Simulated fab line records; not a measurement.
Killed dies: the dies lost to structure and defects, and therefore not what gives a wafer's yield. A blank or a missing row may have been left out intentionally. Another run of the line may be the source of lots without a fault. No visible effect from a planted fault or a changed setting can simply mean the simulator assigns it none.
Chamber matching || flow nand-harc || 3 sister chambers for NHARC_A_CONTACT_DEP_29 on pecvd-02
The step deposits SiON, target thk 70 nm. 6 wafers are shown with their chamber, then 10 later ones without.

## EACH WAFER AND ITS CHAMBER
{"wafer": "L710.3", "chamber": 2, "heater-power-w (W)": 891, "chamber-pressure-Torr (Torr)": 3.495}
{"wafer": "L714.2", "chamber": 2, "heater-power-w (W)": 913, "chamber-pressure-Torr (Torr)": 3.492}
{"wafer": "L717.1", "chamber": 0, "heater-power-w (W)": 991, "chamber-pressure-Torr (Torr)": 3.491}
{"wafer": "L717.4", "chamber": 1, "heater-power-w (W)": 768, "chamber-pressure-Torr (Torr)": 3.513}
{"wafer": "L719.2", "chamber": 0, "heater-power-w (W)": 941, "chamber-pressure-Torr (Torr)": 3.500}
{"wafer": "L719.4", "chamber": 1, "heater-power-w (W)": 772, "chamber-pressure-Torr (Torr)": 3.488}

## WAFERS WITHOUT THEIR CHAMBER
{"wafer": "L719.6", "heater-power-w (W)": 838, "chamber-pressure-Torr (Torr)": 3.508}
{"wafer": "L721.1", "heater-power-w (W)": 748, "chamber-pressure-Torr (Torr)": 3.499}
{"wafer": "L721.2", "heater-power-w (W)": 928, "chamber-pressure-Torr (Torr)": 3.510}
{"wafer": "L721.5", "heater-power-w (W)": 763, "chamber-pressure-Torr (Torr)": 3.501}
{"wafer": "L726.2", "heater-power-w (W)": 996, "chamber-pressure-Torr (Torr)": 3.484}
{"wafer": "L726.4", "heater-power-w (W)": 913, "chamber-pressure-Torr (Torr)": 3.502}
{"wafer": "L726.5", "heater-power-w (W)": 841, "chamber-pressure-Torr (Torr)": 3.505}
{"wafer": "L725.2", "heater-power-w (W)": 726, "chamber-pressure-Torr (Torr)": 3.488}
{"wafer": "L725.4", "heater-power-w (W)": 975, "chamber-pressure-Torr (Torr)": 3.494}
{"wafer": "L725.6", "heater-power-w (W)": 713, "chamber-pressure-Torr (Torr)": 3.500}

## CHAMBER TAKEN BY EACH
{"wafer": "L719.6", "from the rows above": "can't be placed: 1 or 2", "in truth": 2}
{"wafer": "L721.1", "from the rows above": 1, "in truth": 1}
{"wafer": "L721.2", "from the rows above": "can't be placed: 2 or 0", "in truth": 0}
{"wafer": "L721.5", "from the rows above": 1, "in truth": 1}
{"wafer": "L726.2", "from the rows above": 0, "in truth": 0}
{"wafer": "L726.4", "from the rows above": "can't be placed: 2 or 0", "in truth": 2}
{"wafer": "L726.5", "from the rows above": "can't be placed: 2 or 1", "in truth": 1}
{"wafer": "L725.2", "from the rows above": 1, "in truth": 1}
{"wafer": "L725.4", "from the rows above": 0, "in truth": 0}
{"wafer": "L725.6", "from the rows above": 1, "in truth": 1}
Correctly placed: 6 of 10. Unplaceable from these rows: 4, with the true chamber sitting among the candidates in 4. Number placed wrongly: 0.
How it was worked out, from the rows above alone: a wafer's distance from a chamber is the root of the sum, over the readings, of the square of ((its reading less the chamber's mean) divided by the reading's scatter). The wafer belongs to the nearest chamber; if the next one is less than 2 further off, it can't be placed. For every chamber, the mean is computed from those of its wafers that are shown. The scatter is the square root of a quotient: the sum, over the shown wafers, of each reading's squared deviation from its chamber's mean, divided by wafers minus chambers.
